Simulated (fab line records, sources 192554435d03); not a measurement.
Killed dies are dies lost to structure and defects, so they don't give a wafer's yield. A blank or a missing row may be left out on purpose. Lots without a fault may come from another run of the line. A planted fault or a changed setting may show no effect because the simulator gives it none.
Split-lot experiment | flow n5_finfet | 7 lots, 21 wafers read, on a route of 1938 steps

THE SPLIT
At N5_ILD0_PRECLEAN_10 (cleans in NF3:NH3, afs cycles 5, time 20 s, sublimation time 60 s), the setting time_s was moved away from the recipe's 20 s on 7 of the 21 wafers read, by -20.9% to +15.9%. The other wafers ran this setting at the recipe's value.

The reading is taken at the split's own step.

THE READING
SiO2_flowable_of_ILD0_FCVD_FILL_01.thk_nm (the simulator's own value, which no gauge read), in nm, at N5_ILD0_PRECLEAN_10 (cleans in NF3:NH3, afs cycles 5, time 20 s, sublimation time 60 s). The file gives no usual value for it. The 14 wafers here that ran the recipe average 119.9 nm, standard deviation 0.65 nm.

wafer  | tool, chamber at the split | time_s as run, s | against the recipe | SiO2_flowable_of_ILD0_FCVD_FILL_01.thk_nm, nm | against lot-mates on the recipe
L079.3 | remote_plasma-01, 1        | 20               | recipe             | 120.4                                         | -
L079.4 | remote_plasma-01, 1        | 21.92            | +9.6%              | 117.8                                         | -2.7
L079.6 | remote_plasma-01, 1        | 20               | recipe             | 120.6                                         | -
L085.1 | remote_plasma-01, 0        | 20               | recipe             | 121.6                                         | -
L085.4 | remote_plasma-01, 0        | 23.17            | +15.9%             | 117.4                                         | -4.2
L085.5 | remote_plasma-01, 0        | 23.17            | +15.9%             | 118.2                                         | -3.4
L087.2 | remote_plasma-02, 0        | 20               | recipe             | 119.2                                         | -
L087.3 | remote_plasma-02, 0        | 20               | recipe             | 119.4                                         | -
L087.5 | remote_plasma-02, 0        | 20               | recipe             | 119.6                                         | -
L089.3 | remote_plasma-01, 1        | 15.82            | -20.9%             | 123.2                                         | +3.8
L089.5 | remote_plasma-01, 1        | 15.82            | -20.9%             | 123                                           | +3.6
L089.6 | remote_plasma-01, 1        | 20               | recipe             | 119.4                                         | -
L090.2 | remote_plasma-02, 1        | 21.4             | +7.0%              | 119.2                                         | -1.0
L090.5 | remote_plasma-02, 1        | 20               | recipe             | 120.2                                         | -
L090.6 | remote_plasma-02, 1        | 21.4             | +7.0%              | 118                                           | -2.2
L094.1 | remote_plasma-01, 0        | 20               | recipe             | 119                                           | -
L094.4 | remote_plasma-01, 0        | 20               | recipe             | 119.6                                         | -
L094.6 | remote_plasma-01, 0        | 20               | recipe             | 119.6                                         | -
L097.2 | remote_plasma-01, 0        | 20               | recipe             | 120                                           | -
L097.3 | remote_plasma-01, 0        | 20               | recipe             | 120.2                                         | -
L097.6 | remote_plasma-01, 0        | 20               | recipe             | 120.2                                         | -

THE FIT
A straight line over all 21 wafers: SiO2_flowable_of_ILD0_FCVD_FILL_01.thk_nm changes by -0.152 nm for each +1% of time_s; r = -0.91; the points scatter about the line by 0.64 nm.
The same after taking each lot's own level away (the mean of its wafers on the recipe; 21 wafers): -0.205 nm for each +1%; r = -0.98; scatter 0.38 nm.
On that fit, the largest move of time_s shifts the reading by 4.3 nm.
The lots' own levels span 119.40 to 121.60 nm, that is 3.4 times the standard deviation above.
So the lot-to-lot level changes the slope: the two fits differ.
Check: with one of the wafers moved furthest among these (-20.9%) left out of the fit, the line predicts +4.3 nm for it against its lot-mates. It came out at +3.8 nm against them.

OTHER SPLITS ON THESE WAFERS
These wafers also went through other splits before the reading. Each is held against what the fit with the lots' levels taken away leaves over:
other split on the same wafers | wafers away from the commonest value | r with SiO2_flowable_of_ILD0_FCVD_FILL_01.thk_nm (lot level and that fit taken away)
N5_DUMMY_GATE_COAT_28 spin_rpm | 9                                    | +0.10
N5_SD_EPI_N_COAT_33 spin_rpm   | 4                                    | -0.26
N5_ILD0_CMP_03 down_force_psi  | 7                                    | +0.47

THE FILE'S OWN FIT
SiO2_flowable_of_ILD0_FCVD_FILL_01.thk_nm changes by -0.211 nm for each +1% of time_s, r = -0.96.
